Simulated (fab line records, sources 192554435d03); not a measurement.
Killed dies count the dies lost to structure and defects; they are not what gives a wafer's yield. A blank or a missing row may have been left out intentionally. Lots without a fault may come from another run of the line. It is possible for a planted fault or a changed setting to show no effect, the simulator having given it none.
What tool caused it? -- flow n5_finfet -- 33 wafers from 11 lots sampled at 3 of the route's 1938 steps

== WHAT EACH GAUGE READ, for each wafer ==
N5_BEOL_M14_THK_MEAS_01. Usual: M14_ILD_THK 1114 nm, standard deviation 19.
lot,measured,on,M14_ILD_THK (nm),flag
L706,day 10 20:36,film_metro-02,1099 1123 1125,
L709,day 11 18:50,film_metro-02,1076 1108 1101,
L710,day 11 19:25,film_metro-01,1085 1116 1103,
L711,day 11 23:06,film_metro-01,1112 1106 1115,
L715,day 13 03:25,film_metro-01,1082 1109 1102,
L714,day 13 09:25,film_metro-01,1071 1121 1107,
L716,day 13 12:26,film_metro-01,1120 1123 1146,
L720,day 15 12:22,film_metro-02,1105 1131 1131,
L725,day 16 03:32,film_metro-01,1121 1134 1119,
L724,day 16 20:01,film_metro-02,1119 1094 1138,
L727,day 17 01:35,film_metro-02,1139 1142 1153,

N5_BEOL_M14_INSPECT_30: inspects for defects (macro). Usual: 2.2 for raw_defect_count, sd 1.4.
lot,measured,on,raw_defect_count,flag
L706,day 10 22:08,defect_inspect-01,2 3 3,
L709,day 11 20:02,defect_inspect-01,1 4 2,
L710,day 11 20:44,defect_inspect-01,1 0 0,
L711,day 12 00:26,defect_inspect-01,8 3 0,
L715,day 13 04:57,defect_inspect-02,3 2 4,
L714,day 13 10:46,defect_inspect-01,2 1 3,
L716,day 13 13:53,defect_inspect-02,5 2 3,
L720,day 15 14:29,defect_inspect-01,0 3 2,
L725,day 16 05:07,defect_inspect-02,0 3 2,
L724,day 16 21:22,defect_inspect-02,3 3 1,
L727,day 17 02:55,defect_inspect-01,1 2 2,

== WHAT TOOL EACH LOT RAN ON (gives the tool, then ch and the chambers of the sampled wafers, and finally the start) ==
lot,N5_BEOL_M14_COAT_66
L706,"litho_track-03 ch 0, day 10 21:48"
L709,"litho_track-01 ch 0, day 11 19:42"
L710,"litho_track-03 ch 0, day 11 20:17"
L711,"litho_track-01 ch 0, day 12 00:05"
L715,"litho_track-04 ch 0, day 13 04:37"
L714,"litho_track-01 ch 0, day 13 10:17"
L716,"litho_track-04 ch 0, day 13 13:26"
L720,"litho_track-01 ch 0, day 15 14:08"
L725,"litho_track-01 ch 0, day 16 04:40"
L724,"litho_track-04 ch 0, day 16 20:53"
L727,"litho_track-04 ch 0, day 17 02:35"
- N5_BEOL_M14_COAT_66: time 60 s, resist thk 110 nm.

== WHAT THE TOOLS THEMSELVES READ (means of the sampled wafers that have a number; where no wafer has one, the mark that the record gives instead) ==
N5_BEOL_M14_COAT_66. Usual: resist_line_temp_C 23.01 C, standard deviation 0.098; spin_speed_rpm 1500.1 rpm, standard deviation 0.77.
lot,tool,resist_line_temp_C (C),spin_speed_rpm (rpm),flag
L706,litho_track-03,23.03,1500.1,
L709,litho_track-01,22.92,1499.9,
L710,litho_track-03,22.94,1499.8,
L711,litho_track-01,23.04,1499.9,
L715,litho_track-04,22.99,1500.4,
L714,litho_track-01,22.95,1499.6,
L716,litho_track-04,22.93,1500.5,
L720,litho_track-01,22.93,1389.9,OFF
L725,litho_track-01,23.11,1392.1,OFF
L724,litho_track-04,23.08,1499.6,
L727,litho_track-04,23.07,1500.3,

== THE ANSWER, worked out from the rows above alone ==
Rule: lot off if the mean of its wafers having a number is beyond 3 standard deviations from the usual mean. A lot without any number at a reading at which 4 lots or more have one is off too. Any other lot the step has rows for is counted as sound. First the gauges in route order, then the tools' own readings, where a lot's mean is used as printed above. At the first step where some lot is off, the reading lying furthest off is the one used; lots without a number count as furthest.
Off at N5_BEOL_M14_COAT_66 (spin_speed_rpm): L720, L725.
A tool fits if, at that step or a process step before it, it ran every lot that is off, and no sound lot after the first of them. One candidate fits, namely litho_track-01 at N5_BEOL_M14_COAT_66. A fault onset in the window from L714 (day 13 10:17, its last sound lot) to L720 (day 15 14:08, its first lot off) fits.
The tool's own readings at N5_BEOL_M14_COAT_66 bear it out: on the lots that are off they differ by more than 5 times the standard deviation of the sound lots' means. spin_speed_rpm reads 1391.0 rpm there against 1500.0 rpm on the sound lots.

== WHAT THE SIMULATOR HAD PUT IN ==
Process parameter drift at N5_BEOL_M14_COAT_66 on litho_track-01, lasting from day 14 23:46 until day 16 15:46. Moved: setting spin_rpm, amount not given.
Lots struck among those shown: L720, L725. The same result came from the rule above.
